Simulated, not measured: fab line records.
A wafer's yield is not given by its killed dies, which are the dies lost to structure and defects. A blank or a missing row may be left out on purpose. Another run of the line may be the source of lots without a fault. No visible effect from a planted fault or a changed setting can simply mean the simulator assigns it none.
Chamber matching | flow n5_finfet | N5_BEOL_M13_ETCH_67 on rie_diel-04 has 4 sister chambers
The step etches SiARC in CF4, target depth 143 nm, time 238.3 s. 22 wafers are shown with their chamber, then 11 later ones without.

== WAFERS, EACH WITH ITS CHAMBER ==
wafer  | chamber | showerhead_plenum_p_Torr (Torr) | drypump_motor_current_A (A) | throttle_valve_pct (%)
L075.2 | 1       | 2.20                            | 6.3                         | 15.92
L075.4 | 2       | 2.08                            | 6.2                         | 15.03
L075.6 | 2       | 2.08                            | 6.2                         | 15.02
L079.3 | 2       | 2.07                            | 6.2                         | 15.05
L079.4 | 2       | 2.07                            | 6.2                         | 15.04
L079.5 | 0       | 2.19                            | 5.7                         | 15.36
L080.2 | 2       | 2.07                            | 6.2                         | 15.08
L080.5 | 2       | 2.07                            | 6.2                         | 15.07
L080.6 | 3       | 2.19                            | 5.9                         | 15.48
L081.2 | 2       | 2.07                            | 6.2                         | 15.09
L081.4 | 1       | 2.19                            | 6.2                         | 15.42
L081.5 | 2       | 2.07                            | 6.2                         | 15.05
L086.3 | 0       | 2.19                            | 5.7                         | 15.40
L086.4 | 3       | 2.19                            | 5.9                         | 15.51
L086.5 | 1       | 2.19                            | 6.2                         | 15.44
L084.2 | 0       | 2.19                            | 5.7                         | 15.41
L084.4 | 1       | 2.19                            | 6.3                         | 15.43
L084.6 | 3       | 2.19                            | 5.9                         | 15.51
L092.1 | 3       | 2.19                            | 5.9                         | 15.52
L092.2 | 1       | 2.19                            | 6.2                         | 15.46
L092.3 | 0       | 2.18                            | 5.6                         | 15.40
L093.2 | 0       | 2.18                            | 5.6                         | 15.44

SIGNATURES, as means of the wafers listed above
reading                  | chamber 0 | chamber 1 | chamber 2 | chamber 3 | scatter within a chamber
showerhead_plenum_p_Torr | 2.1860    | 2.1920    | 2.0725    | 2.1900    | 0.00441
drypump_motor_current_A  | 5.660     | 6.240     | 6.200     | 5.900     | 0.0365
throttle_valve_pct       | 15.4020   | 15.5340   | 15.0538   | 15.5050   | 0.104
Rule: for a wafer and a chamber, the distance is found by dividing, reading by reading, the gap between the wafer's reading and the chamber's mean by the reading's scatter, squaring, summing and taking the root. The wafer belongs to the nearest chamber; if the next one is less than 2 further off, it can't be placed. The scatter: take each reading less its chamber's mean, square it, sum over the shown wafers, divide by the number of wafers less the number of chambers, and take the root.

== WAFERS WITH NO CHAMBER GIVEN ==
wafer  | showerhead_plenum_p_Torr (Torr) | drypump_motor_current_A (A) | throttle_valve_pct (%)
L093.3 | 2.06                            | 6.2                         | 15.12
L093.4 | 2.18                            | 6.3                         | 15.46
L094.1 | 2.18                            | 6.3                         | 15.49
L094.5 | 2.06                            | 6.2                         | 15.11
L094.6 | 2.18                            | 6.3                         | 15.47
L097.2 | 2.18                            | 5.9                         | 15.54
L097.4 | 2.18                            | 6.3                         | 15.48
L097.5 | 2.18                            | 6.3                         | 15.50
L096.1 | 2.18                            | 5.6                         | 15.43
L096.2 | 2.18                            | 5.9                         | 15.54
L096.4 | 2.06                            | 6.2                         | 15.13

== WHICH CHAMBER EACH WENT THROUGH ==
wafer  | from the rows above | in truth
L093.3 | 2                   | 2
L093.4 | 1                   | 1
L094.1 | 1                   | 1
L094.5 | 2                   | 2
L094.6 | 1                   | 1
L097.2 | 3                   | 3
L097.4 | 1                   | 1
L097.5 | 1                   | 1
L096.1 | 0                   | 0
L096.2 | 3                   | 3
L096.4 | 2                   | 2
Placed correctly: 11 of 11. Not placeable from these rows: 0. Placed wrongly: 0.
